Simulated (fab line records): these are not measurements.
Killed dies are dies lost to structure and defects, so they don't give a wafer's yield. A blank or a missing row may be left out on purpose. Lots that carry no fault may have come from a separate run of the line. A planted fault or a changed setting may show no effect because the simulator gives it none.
fab line records	flow n5_finfet
[record] lots = 7	wafers = 21
route steps=1938 shown MOL_CONTACT_COAG@594 BEOL_M0_SAQP@671 BEOL_M0@721 BEOL_M1@770 BEOL_M3@960 BEOL_M4@1040
start_h: hours from the record's opening day to when the first of the lot's shown wafers began	wait_h: time in hours since the lot's previous step	" the same as in the row above	L1.1+2: a single row standing in for several wafers	- no value, or no start given	* or withheld: withheld	< > ~ a bound
route shown NAME@n: a module of which the file shows steps, and the number in the route of the first	usual: the fault-free wafers' mean and standard deviation	same: alike in all rows	chamber/n: place in a boat	sites: readings site by site	_std_site: how widely they spread, as a standard deviation	_edge_site: mean of outer sites minus mean of inner sites	radius_mm: for every site, how far away it sits from the centre of the wafer	mask NAME#n: copy n	behind: the most recent tool/chamber to have shaped the wafer	hold: reason for holding the lot/hours on hold/outcome of the hold	device: whichever transistor did not switch (one of n, p or np)	end of line: tests of these same wafers at the route's end	where a step has no rows: the recipe by itself	killed: count of dies lost to structure and defects at first sort (not the wafer's yield)	map: dies across one wafer; x = killed, . = not, _ = none there
set.NAME: the setting the step ran with; set.NAME@STEP: the setting that earlier step ran with	model.NAME: the simulator's own value behind a step, which no gauge read
lots run with intentionally changed settings; tables by step, rows by wafer
[[steps]]
[step N5_MOL_CONTACT_COAG_COAT_63]
[recipe] resist = SiARC	temp_c = 220	time_s = 60	spin_rpm = 1500	resist_thk_nm = 10
lot.wafer	tool	chamber	start_h	wait_h	set.spin_rpm	model.SiARC_of_MOL_CONTACT_COAG_COAT_63.thk_nm
L076.1+4+5	litho_track-01	0	-	-	1500	10
L079.3+4+6	litho_track-01	0	-	-	1500	10
L080.4+5+6	litho_track-03	0	-	-	1500	10
L084.1+5	litho_track-03	0	-	-	1560	9.8
L084.4	"	0	"	"	1500	10
L090.1+4	litho_track-01	0	-	-	1500	10
L090.2	"	0	"	"	1410	10.4
L095.1+4	litho_track-03	0	-	-	1636	9.6
L095.2	"	0	"	"	1500	10
L097.1+5+6	litho_track-01	0	-	-	1500	10
[step N5_MOL_CONTACT_COAG_COAT_64]
[recipe] resist = underlayer	temp_c = 205	time_s = 60	spin_rpm = 1500	resist_thk_nm = 10
[step N5_MOL_CONTACT_COAG_COAT_34]
[recipe] resist = CAR-EUV	spin_rpm = 1500	resist_thk_nm = 40
[step N5_MOL_CONTACT_COAG_DESCUM_45]
[recipe] chemistry = O2	time_s = 7	source_power_w = 50	bias_power_w = 20	pressure_mtorr = 20	rf_frequency_hz = 2.712e+07	temp_c = 40	resist = CAR-EUV	o2_flow_sccm = 225
[step N5_MOL_CONTACT_COAG_ETCH_65]
[recipe] chemistry = N2/H2	target = underlayer	target_depth_a = 130	mask_material = CAR-EUV	time_s = 10.4	ion_energy_ev = 200	pressure_mtorr = 30	source_w = 840	bias_w = 150	n2_flow_sccm = 200	h2_flow_sccm = 200	ends = cleared
[step N5_MOL_CONTACT_COAG_ETCH_66]
[recipe] chemistry = CF4	target = SiARC	target_depth_a = 130	mask_material = CAR-EUV	time_s = 21.7	ion_energy_ev = 80	pressure_mtorr = 40	source_w = 545	bias_w = 36	Ar_flow_sccm = 100	cf4_flow_sccm = 100	ends = cleared
lot.wafer	tool	chamber	start_h	wait_h	set.spin_rpm@MOL_CONTACT_COAG_COAT_63	model.etch.depth_nm
L076.1	rie_diel-01	2	114.59	0.0	1500	9.97
L076.4	"	1	"	"	1500	9.963
L076.5	"	1	"	"	1500	9.952
L079.3	rie_diel-03	0	130.15	0.0	1500	9.997
L079.4	"	3	"	"	1500	9.983
L079.6	"	1	"	"	1500	9.987
L080.4	rie_diel-03	0	141.86	0.0	1500	10
L080.5	"	0	"	"	1500	10.01
L080.6	"	1	"	"	1500	9.993
L084.1	rie_diel-03	1	162.49	0.0	1560	9.859
L084.4	"	0	"	"	1500	10.05
L084.5	"	0	"	"	1560	9.845
L090.1	rie_diel-04	2	197.95	0.0	1500	10.01
L090.2	"	1	"	"	1410	10.31
L090.4	"	1	"	"	1500	10.03
L095.1	rie_diel-03	1	228.32	0.0	1636	9.602
L095.2	"	0	"	"	1500	10.01
L095.4	"	2	"	"	1636	9.569
L097.1	rie_diel-04	3	256.98	0.0	1500	10.02
L097.5	"	1	"	"	1500	10
L097.6	"	0	"	"	1500	10.03
[step N5_MOL_CONTACT_COAG_ALD_133]
[recipe] material = SiO2	target_thk_a = 50	temp_c = 100	ald_precursor_family = BDEAS	ald_co_reactant = O2-plasma	pulse_time_s = 1	co_reactant_pulse_time_s = 1	purge_time_s = 2	co_reactant_purge_time_s = 2	ald_cycles = 35	pressure_torr = 2
[step N5_MOL_CONTACT_COAG_ETCHBACK_134]
[recipe] chemistry = CHF3	target = SiO2	target_depth_a = 100	time_s = 6.7	ion_energy_ev = 200	pressure_mtorr = 30	source_w = 610	bias_w = 170	Ar_flow_sccm = 200	CHF3_flow_sccm = 50
[step N5_MOL_CONTACT_COAG_ETCH_67]
[recipe] chemistry = N2/H2	target = SOC	target_depth_a = 600	overetch_a = 210	mask_material = SiARC	temp_c = 40	time_s = 101.2	ion_energy_ev = 200	pressure_mtorr = 30	source_w = 840	bias_w = 150	n2_flow_sccm = 200	h2_flow_sccm = 200
lot.wafer	tool	chamber	start_h	wait_h	set.spin_rpm@MOL_CONTACT_COAG_COAT_62	set.spin_rpm@MOL_CONTACT_COAG_COAT_63	model.etch.depth_nm	model.SiARC_of_MOL_CONTACT_COAG_COAT_63.thk_nm
L076.1	rie_diel-01	3	114.88	0.0	1354	1500	63.21	5.8
L076.4	"	0	"	"	1354	1500	63.16	5.8
L076.5	"	0	"	"	1500	1500	60	5.8
L079.3	rie_diel-04	1	130.44	0.0	1500	1500	59.78	5.8
L079.4	"	2	"	"	1380	1500	62.36	5.8
L079.6	"	0	"	"	1500	1500	59.82	5.8
L080.4	rie_diel-04	2	142.19	0.0	1500	1500	59.76	5.8
L080.5	"	1	"	"	1500	1500	59.96	5.8
L080.6	"	0	"	"	1500	1500	59.97	5.8
L084.1	rie_diel-03	1	162.78	0.0	1443	1560	61.07	5.6
L084.4	"	2	"	"	1500	1500	59.86	6
L084.5	"	3	"	"	1500	1560	59.97	5.6
L090.1	rie_diel-03	0	198.24	0.0	1500	1500	59.78	5.8
L090.2	"	2	"	"	1500	1410	59.69	6.2
L090.4	"	2	"	"	1500	1500	59.77	5.8
L095.1	rie_diel-04	0	228.61	0.0	1500	1636	59.93	5.4
L095.2	"	2	"	"	1598	1500	58.23	5.8
L095.4	"	3	"	"	1598	1636	58.32	5.2
L097.1	rie_diel-04	3	257.54	0.0	1435	1500	61.44	5.8
L097.5	"	3	"	"	1500	1500	60.06	5.6
L097.6	"	0	"	"	1500	1500	60.17	5.8
[step N5_MOL_CONTACT_COAG_STRIP_68]
[recipe] chemistry = N2/H2	temp_c = 40	n2_flow_sccm = 200	h2_flow_sccm = 200	rf_frequency_hz = 6e+07
[step N5_MOL_CONTACT_COAG_STRIP_69]
[recipe] chemistry = N2/H2	temp_c = 40	n2_flow_sccm = 200	h2_flow_sccm = 200	rf_frequency_hz = 6e+07
[step N5_MOL_CONTACT_COAG_ETCHBACK_136]
[recipe] chemistry = CHF3	target = SiO2	target_depth_a = 250	time_s = 16.7	ion_energy_ev = 200	pressure_mtorr = 30	source_w = 610	bias_w = 170	Ar_flow_sccm = 200	CHF3_flow_sccm = 50
[step N5_MOL_CONTACT_COAG_STRIP_120]
[recipe] chemistry = CHF3	resist = SiARC	rf_frequency_hz = 6e+07
[step N5_MOL_CONTACT_COAG_VIA_ETCH_117]
[recipe] chemistry = C4F6/O2	target_depth_a = 400	overetch_a = 80	mask_material = SOC	target = SiO2	bias_w = 455	pressure_mtorr = 10	time_s = 26	source_w = 325	Ar_flow_sccm = 300	C4F6_flow_sccm = 10	O2_flow_sccm = 10	ion_energy_ev = 575.3	ends = end_point
lot.wafer	tool	chamber	start_h	wait_h	set.spin_rpm@MOL_CONTACT_COAG_COAT_62	model.SOC_of_MOL_CONTACT_COAG_COAT_62.thk_nm
L076.1	rie_diel-01	3	115.00	0.0	1354	54.4
L076.4	"	0	"	"	1354	54.6
L076.5	"	0	"	"	1500	51.4
L079.3	rie_diel-04	1	130.56	0.0	1500	51.2
L079.4	"	2	"	"	1380	53.6
L079.6	"	0	"	"	1500	51.4
L080.4	rie_diel-04	2	142.29	0.0	1500	51.2
L080.5+6	"	1,0	"	"	1500	51.4
L084.1	rie_diel-03	1	162.90	0.0	1443	52.4
L084.4	"	2	"	"	1500	51.4
L084.5	"	3	"	"	1500	51.6
L090.1	rie_diel-03	0	198.36	0.0	1500	51.2
L090.2+4	"	2	"	"	1500	51.4
L095.1	rie_diel-04	0	228.74	0.0	1500	51.4
L095.2+4	"	2,3	"	"	1598	49.6
L097.1	rie_diel-04	3	257.66	0.0	1435	52.8
L097.5	"	3	"	"	1500	51.4
L097.6	"	0	"	"	1500	51.8
[step N5_MOL_CONTACT_COAG_ETCH_124]
[recipe] chemistry = CH3F/O2	target = SiNx	target_depth_a = 65	mask_material = SOC	stop_on = SiOC	over_etch_frac = 0.3	ion_energy_ev = 120	pressure_mtorr = 30	source_w = 395	bias_w = 73	Ar_flow_sccm = 150	CH3F_flow_sccm = 30	O2_flow_sccm = 20	ends = end_point
lot.wafer	tool	chamber	start_h	wait_h	set.spin_rpm@MOL_CONTACT_COAG_COAT_62	model.SOC_of_MOL_CONTACT_COAG_COAT_62.thk_nm
L076.1+4	rie_diel-01	3,0	115.03	0.0	1354	51.4
L076.5	"	0	"	"	1500	48.4
L079.3	rie_diel-04	1	130.59	0.0	1500	48
L079.4	"	2	"	"	1380	50.6
L079.6	"	0	"	"	1500	48.2
L080.4	rie_diel-04	2	142.32	0.0	1500	48
L080.5+6	"	1,0	"	"	1500	48.4
L084.1	rie_diel-03	1	162.93	0.0	1443	49.4
L084.4+5	"	2,3	"	"	1500	48.4
L090.1+2	rie_diel-03	0,2	198.39	0.0	1500	48.2
L090.4	"	2	"	"	1500	48.4
L095.1	rie_diel-04	0	228.76	0.0	1500	48.4
L095.2+4	"	2,3	"	"	1598	46.4
L097.1	rie_diel-04	3	257.69	0.0	1435	49.6
L097.5	"	3	"	"	1500	48.2
L097.6	"	0	"	"	1500	48.6
[step N5_BEOL_M0_SAQP_COAT_105]
[recipe] resist = SOC	temp_c = 250	time_s = 60	spin_rpm = 1500	resist_thk_nm = 100
lot.wafer	tool	chamber	start_h	wait_h	set.spin_rpm	model.SOC_of_BEOL_M0_SAQP_COAT_105.thk_nm
L076.1+4	litho_track-04	0	123.64	0.3	1634	95.8
L076.5	"	0	"	"	1500	100
L079.3	litho_track-02	0	138.35	0.2	1570	97.6
L079.4	"	0	"	"	1500	100.4
L079.6	"	0	"	"	1500	100.2
L080.4	litho_track-02	0	153.71	0.2	1500	100.2
L080.5+6	"	0	"	"	1500	100
L084.1+5	litho_track-04	0	171.38	0.3	1500	99.4
L084.4	"	0	"	"	1500	99.2
L090.1	litho_track-04	0	208.55	0.3	1500	99.8
L090.2	"	0	"	"	1500	99.4
L090.4	"	0	"	"	1500	99.6
L095.1	litho_track-04	0	237.17	0.3	1400	103.6
L095.2	"	0	"	"	1400	103.4
L095.4	"	0	"	"	1500	99.8
L097.1	litho_track-01	0	267.97	0.3	1500	100
L097.5+6	"	0	"	"	1549	98.6
[step N5_BEOL_M0_SAQP_ETCH_106]
[recipe] chemistry = N2/H2	target = SOC	target_depth_a = 1500	stop_on = SiNx	ion_energy_ev = 100	bias_w = 61	pressure_mtorr = 30	source_w = 850	n2_flow_sccm = 200	h2_flow_sccm = 200
lot.wafer	tool	chamber	start_h	wait_h	set.spin_rpm@BEOL_M0_SAQP_COAT_105	model.SOC_of_BEOL_M0_SAQP_COAT_105.thk_nm
L076.1	rie_diel-05	2	123.89	-	1634	19.2
L076.4	"	3	"	"	1634	20.6
L076.5	"	2	"	"	1500	24
L079.3	rie_diel-02	3	138.40	-	1570	21
L079.4	"	1	"	"	1500	24
L079.6	"	1	"	"	1500	24.2
L080.4	rie_diel-05	2	153.76	-	1500	24.6
L080.5	"	2	"	"	1500	24.2
L080.6	"	3	"	"	1500	25.4
L084.1	rie_diel-02	3	171.45	-	1500	21.2
L084.4	"	1	"	"	1500	21.8
L084.5	"	0	"	"	1500	23
L090.1	rie_diel-02	1	208.61	-	1500	22.8
L090.2	"	3	"	"	1500	22.4
L090.4	"	2	"	"	1500	21.4
L095.1	rie_diel-06	1	237.23	-	1400	26.8
L095.2	"	0	"	"	1400	27.4
L095.4	"	1	"	"	1500	23.8
L097.1	rie_diel-06	3	268.04	-	1500	24.8
L097.5+6	"	1,0	"	"	1549	23.6
[step N5_BEOL_M0_SAQP_COAT_34]
[recipe] resist = CAR-EUV	spin_rpm = 1500	resist_thk_nm = 30
lot.wafer	tool	chamber	start_h	wait_h	set.spin_rpm	model.CAR-EUV_of_BEOL_M0_SAQP_COAT_34.thk_nm
L076.1+4	litho_track-02	0	-	-	1414	30.8
L076.5	"	0	"	"	1500	30
L079.3+4+6	litho_track-02	0	-	-	1500	30
L080.4	litho_track-04	0	-	-	1500	29.8
L080.5+6	"	0	"	"	1500	30
L084.1+4	litho_track-04	0	-	-	1500	30
L084.5	"	0	"	"	1500	29.8
L090.1	litho_track-02	0	-	-	1660	28.6
L090.2+4	"	0	"	"	1500	30.2
L095.1	litho_track-01	0	-	-	1624	29
L095.2+4	"	0	"	"	1500	30
L097.1+5	litho_track-04	0	-	-	1500	30
L097.6	"	0	"	"	1500	30.2
[step N5_BEOL_M0_TRENCH_ETCH_107]
[recipe] chemistry = C4F6/O2	target_depth_a = 328	target = SiOC	time_s = 16.4	ion_energy_ev = 250	pressure_mtorr = 30	source_w = 355	bias_w = 185	Ar_flow_sccm = 300	C4F6_flow_sccm = 10	O2_flow_sccm = 10
lot.wafer	tool	chamber	start_h	wait_h	set.target_depth_a	model.BEOL_M0.feature_depth_nm
L076.1	rie_diel-04	2	129.30	0.0	338	33.8
L076.4	"	3	"	"	338	32.8
L076.5	"	2	"	"	338	34.2
L079.3	rie_diel-03	0	145.12	0.0	350.8	35
L079.4	"	3	"	"	328	32.4
L079.6	"	2	"	"	350.8	34.6
L080.4+6	rie_diel-03	2	160.84	0.0	328	32.6
L080.5	"	3	"	"	328	33
L084.1	rie_diel-01	3	176.94	0.0	328	33.6
L084.4	"	2	"	"	328	33.4
L084.5	"	3	"	"	328	33.8
L090.1	rie_diel-04	1	214.89	0.0	328	32.8
L090.2	"	0	"	"	347.5	34.4
L090.4	"	3	"	"	328	33.6
L095.1	rie_diel-01	0	244.55	0.0	328	32.8
L095.2	"	3	"	"	328	33.4
L095.4	"	1	"	"	307.3	31
L097.1	rie_diel-04	2	274.26	0.0	328	32.8
L097.5	"	1	"	"	328	32.4
L097.6	"	2	"	"	328	33
[step N5_BEOL_M0_STRIP_142]
[recipe] chemistry = N2/H2	time_s = 10	power_w = 450	temp_c = 40	pressure_mtorr = 20	rf_frequency_hz = 6e+07	bias_power_w = 7	n2_flow_sccm = 200	h2_flow_sccm = 200
[step N5_BEOL_M0_OCD_MEAS_108]
[usual] trench_depth_nm = 33.0/0.49
lot.wafer	tool	chamber	start_h	wait_h	set.target_depth_a@BEOL_M0_TRENCH_ETCH_107	trench_depth_nm
L076.1	ocd-01	-	129.40	0.1	338	34.0
L076.4	"	-	"	"	338	33.2
L076.5	"	-	"	"	338	34.2
L079.3	ocd-01	-	145.23	0.1	350.8	34.9
L079.4	"	-	"	"	328	32.3
L079.6	"	-	"	"	350.8	34.8
L080.4	ocd-01	-	160.95	0.1	328	32.7
L080.5	"	-	"	"	328	32.8
L080.6	"	-	"	"	328	32.8
L084.1	ocd-02	-	177.04	0.1	328	33.8
L084.4	"	-	"	"	328	33.3
L084.5	"	-	"	"	328	33.3
L090.1	ocd-01	-	215.00	0.1	328	32.6
L090.2	"	-	"	"	347.5	34.1
L090.4	"	-	"	"	328	33.5
L095.1	ocd-01	-	244.65	0.1	328	33.1
L095.2	"	-	"	"	328	33.3
L095.4	"	-	"	"	307.3	30.9
L097.1	ocd-02	-	274.37	0.1	328	32.8
L097.5	"	-	"	"	328	32.4
L097.6	"	-	"	"	328	33.5
[step N5_BEOL_M1_ETCH_64]
[recipe] chemistry = N2/H2	target = SOC	target_depth_a = 750	overetch_a = 150	mask_material = SiARC	temp_c = 40	time_s = 112.5	ion_energy_ev = 200	pressure_mtorr = 30	source_w = 840	bias_w = 150	n2_flow_sccm = 200	h2_flow_sccm = 200
lot.wafer	tool	chamber	start_h	wait_h	set.time_s	model.SiARC_of_BEOL_M1_COAT_62.thk_nm	model.BEOL_M1.cd_offset_nm
L076.1	rie_diel-02	0	137.45	0.0	101.6	7.2	0
L076.4	"	3	"	"	101.6	7.2	-0.2
L076.5	"	1	"	"	112.5	6.8	0
L079.3	rie_diel-06	0	152.05	0.0	131.8	5.8	0.8
L079.4+6	"	3	"	"	112.5	6.8	0.2
L080.4	rie_diel-05	0	166.99	0.0	112.5	7	0
L080.5	"	1	"	"	112.5	6.8	0
L080.6	"	0	"	"	112.5	6.8	-0.2
L084.1+4	rie_diel-05	3,0	184.67	0.0	112.5	7	-0.4
L084.5	"	3	"	"	94.69	7.8	-1.2
L090.1	rie_diel-02	1	222.45	0.0	112.5	6.8	0.2
L090.2	"	3	"	"	112.5	6.6	0.4
L090.4	"	0	"	"	112.5	6.8	0
L095.1+2	rie_diel-06	1,3	250.65	0.0	112.5	6.8	-0.2
L095.4	"	0	"	"	112.5	7	-0.2
L097.1+6	rie_diel-06	1	280.10	0.0	112.5	6.8	0
L097.5	"	3	"	"	101.9	7.4	-0.4
[step N5_BEOL_M1_COAT_22]
[recipe] resist = CAR-EUV	spin_rpm = 1500	resist_thk_nm = 30
lot.wafer	tool	chamber	start_h	wait_h	set.spin_rpm	model.CAR-EUV_of_BEOL_M1_COAT_22.thk_nm
L076.1	litho_track-03	0	-	-	1500	30
L076.4+5	"	0	"	"	1359	31.6
L079.3	litho_track-02	0	-	-	1500	29.8
L079.4	"	0	"	"	1500	30
L079.6	"	0	"	"	1414	30.8
L080.4+5+6	litho_track-02	0	-	-	1500	30
L084.1+5	litho_track-01	0	-	-	1500	30
L084.4	"	0	"	"	1630	28.8
L090.1	litho_track-01	0	-	-	1582	29.2
L090.2	"	0	"	"	1582	29
L090.4	"	0	"	"	1500	29.8
L095.1	litho_track-03	0	-	-	1593	29
L095.2+4	"	0	"	"	1593	29.2
L097.1+6	litho_track-02	0	-	-	1583	29.4
L097.5	"	0	"	"	1500	30.2
[step N5_BEOL_M1_EBR_24]
[recipe] solvent = PGMEA	ebr_width_mm = 1.5
[step N5_BEOL_M1_SOFTBAKE_23]
[recipe] temp_c = 110	time_s = 60	resist = CAR-EUV
[step N5_BEOL_M1_DESCUM_33]
[recipe] chemistry = O2	time_s = 7	source_power_w = 50	bias_power_w = 20	pressure_mtorr = 20	rf_frequency_hz = 2.712e+07	temp_c = 40	resist = CAR-EUV	o2_flow_sccm = 225
lot.wafer	tool	chamber	start_h	wait_h	set.spin_rpm@BEOL_M1_COAT_22	model.CAR-EUV_of_BEOL_M1_COAT_22.thk_nm
L076.1	rie_diel-06	1	138.37	0.0	1500	26.2
L076.4	"	0	"	"	1359	27.6
L076.5	"	3	"	"	1359	27.8
L079.3	rie_diel-05	2	152.84	0.0	1500	26
L079.4	"	0	"	"	1500	26.2
L079.6	"	0	"	"	1414	27
L080.4+5+6	rie_diel-05	0,0,3	167.95	0.0	1500	26
L084.1+5	rie_diel-06	1	185.59	0.0	1500	26.2
L084.4	"	0	"	"	1630	24.8
L090.1+2	rie_diel-02	0,3	223.37	0.0	1582	25.2
L090.4	"	2	"	"	1500	26
L095.1+2+4	rie_diel-06	3,0,0	251.66	0.1	1593	25.2
L097.1+6	rie_diel-06	2,3	280.89	0.0	1583	25.4
L097.5	"	2	"	"	1500	26.2
[step N5_BEOL_M3_COAT_22]
[recipe] resist = CAR-EUV	spin_rpm = 1500	resist_thk_nm = 30
lot.wafer	tool	chamber	start_h	wait_h	set.spin_rpm	model.CAR-EUV_of_BEOL_M3_COAT_22.thk_nm
L076.1+5	litho_track-05	0	-	-	1500	30.2
L076.4	"	0	"	"	1374	31.6
L079.3+4	litho_track-01	0	-	-	1432	30.8
L079.6	"	0	"	"	1500	30
L080.4+5+6	litho_track-03	0	-	-	1500	30
L084.1+4	litho_track-03	0	-	-	1500	30
L084.5	"	0	"	"	1452	30.4
L090.1	litho_track-01	0	-	-	1390	31
L090.2	"	0	"	"	1500	30
L090.4	"	0	"	"	1390	31.2
L095.1+2	litho_track-01	0	-	-	1586	29.2
L095.4	"	0	"	"	1500	30.2
L097.1+5	litho_track-01	0	-	-	1500	30.2
L097.6	"	0	"	"	1500	30
[step N5_BEOL_M4_ETCH_64]
[recipe] chemistry = N2/H2	target = SOC	target_depth_a = 750	overetch_a = 225	mask_material = SiARC	temp_c = 40	time_s = 121.9	ion_energy_ev = 200	pressure_mtorr = 30	source_w = 840	bias_w = 150	n2_flow_sccm = 200	h2_flow_sccm = 200
[usual] rf_vpp_V = 524.7/3
lot.wafer	tool	chamber	start_h	wait_h	set.bias_w	rf_vpp_V	model.SiARC_of_BEOL_M4_COAT_62.thk_nm
L076.1	rie_diel-04	2	185.38	0.0	150	524.2	6.2
L076.4	"	1	"	"	163.7	558.4	5.6
L076.5	"	0	"	"	163.7	553.4	5.4
L079.3	rie_diel-03	0	193.64	0.0	135.5	488.9	6.8
L079.4	"	2	"	"	150	518.2	6.4
L079.6	"	1	"	"	150	528.1	6.2
L080.4	rie_diel-04	2	222.95	0.0	150	525.1	6.2
L080.5	"	2	"	"	150	524.5	6.2
L080.6	"	3	"	"	150	529.6	6
L084.1	rie_diel-04	0	255.16	0.0	150	520.6	6.2
L084.4	"	3	"	"	150	527.6	6
L084.5	"	2	"	"	159.2	544.1	6
L090.1	rie_diel-04	1	276.31	0.0	150	526.7	6.4
L090.2	"	2	"	"	150	524.4	6.2
L090.4	"	3	"	"	165.5	563.2	5.4
L095.1	rie_diel-01	0	329.12	0.0	150	524.1	6.2
L095.2	"	3	"	"	150	520.7	6.2
L095.4	"	2	"	"	150	528.8	6.2
L097.1	rie_diel-01	1	338.60	0.0	150	528.8	6.2
L097.5	"	1	"	"	167.2	565.0	5.4
L097.6	"	2	"	"	167.2	564.2	5.4
[[key]]
[split] step = N5_MOL_CONTACT_COAG_COAT_63	setting = spin_rpm	stated = 1500	by = wafer
[response] step = N5_MOL_CONTACT_COAG_COAT_63	reading = model.SiARC_of_MOL_CONTACT_COAG_COAT_63.thk_nm	change = -0.0509	per = 1%	r = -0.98
[response] step = N5_MOL_CONTACT_COAG_ETCH_66	reading = model.etch.depth_nm	change = -0.0479	per = 1%	r = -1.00
[response] step = N5_MOL_CONTACT_COAG_ETCH_67	reading = model.SiARC_of_MOL_CONTACT_COAG_COAT_63.thk_nm	change = -0.0636	per = 1%	r = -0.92
[split] step = N5_BEOL_M0_SAQP_COAT_105	setting = spin_rpm	stated = 1500	by = wafer
[response] step = N5_BEOL_M0_SAQP_COAT_105	reading = model.SOC_of_BEOL_M0_SAQP_COAT_105.thk_nm	change = -0.506	per = 1%	r = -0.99
[response] step = N5_BEOL_M0_SAQP_ETCH_106	reading = model.SOC_of_BEOL_M0_SAQP_COAT_105.thk_nm	change = -0.491	per = 1%	r = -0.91
[split] step = N5_BEOL_M0_SAQP_COAT_34	setting = spin_rpm	stated = 1500	by = wafer
[response] step = N5_BEOL_M0_SAQP_COAT_34	reading = model.CAR-EUV_of_BEOL_M0_SAQP_COAT_34.thk_nm	change = -0.139	per = 1%	r = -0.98
[split] step = N5_BEOL_M0_TRENCH_ETCH_107	setting = target_depth_a	stated = 328	by = wafer
[response] step = N5_BEOL_M0_TRENCH_ETCH_107	reading = model.BEOL_M0.feature_depth_nm	change = +0.3	per = 1%	r = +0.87
[response] step = N5_BEOL_M0_OCD_MEAS_108	reading = trench_depth_nm	change = +0.311	per = 1%	r = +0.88
[split] step = N5_BEOL_M1_ETCH_64	setting = time_s	stated = 112.5	by = wafer
[response] step = N5_BEOL_M1_ETCH_64	reading = model.SiARC_of_BEOL_M1_COAT_62.thk_nm	change = -0.0541	per = 1%	r = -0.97
[response] step = N5_BEOL_M1_ETCH_64	reading = model.BEOL_M1.cd_offset_nm	change = +0.0381	per = 1%	r = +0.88
[split] step = N5_BEOL_M1_COAT_22	setting = spin_rpm	stated = 1500	by = wafer
[response] step = N5_BEOL_M1_COAT_22	reading = model.CAR-EUV_of_BEOL_M1_COAT_22.thk_nm	change = -0.151	per = 1%	r = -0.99
[response] step = N5_BEOL_M1_DESCUM_33	reading = model.CAR-EUV_of_BEOL_M1_COAT_22.thk_nm	change = -0.156	per = 1%	r = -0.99
[split] step = N5_BEOL_M3_COAT_22	setting = spin_rpm	stated = 1500	by = wafer
[response] step = N5_BEOL_M3_COAT_22	reading = model.CAR-EUV_of_BEOL_M3_COAT_22.thk_nm	change = -0.162	per = 1%	r = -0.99
[split] step = N5_BEOL_M4_ETCH_64	setting = bias_w	stated = 150	by = wafer
[response] step = N5_BEOL_M4_ETCH_64	reading = rf_vpp_V	change = +3.41	per = 1%	r = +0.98
[response] step = N5_BEOL_M4_ETCH_64	reading = model.SiARC_of_BEOL_M4_COAT_62.thk_nm	change = -0.067	per = 1%	r = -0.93
split outside_this_file step=N5_MOL_CONTACT_COAG_COAT_62 setting=spin_rpm
// split outside_this_file: this setting was split too, and the file shows its column; the key of that split is in another file
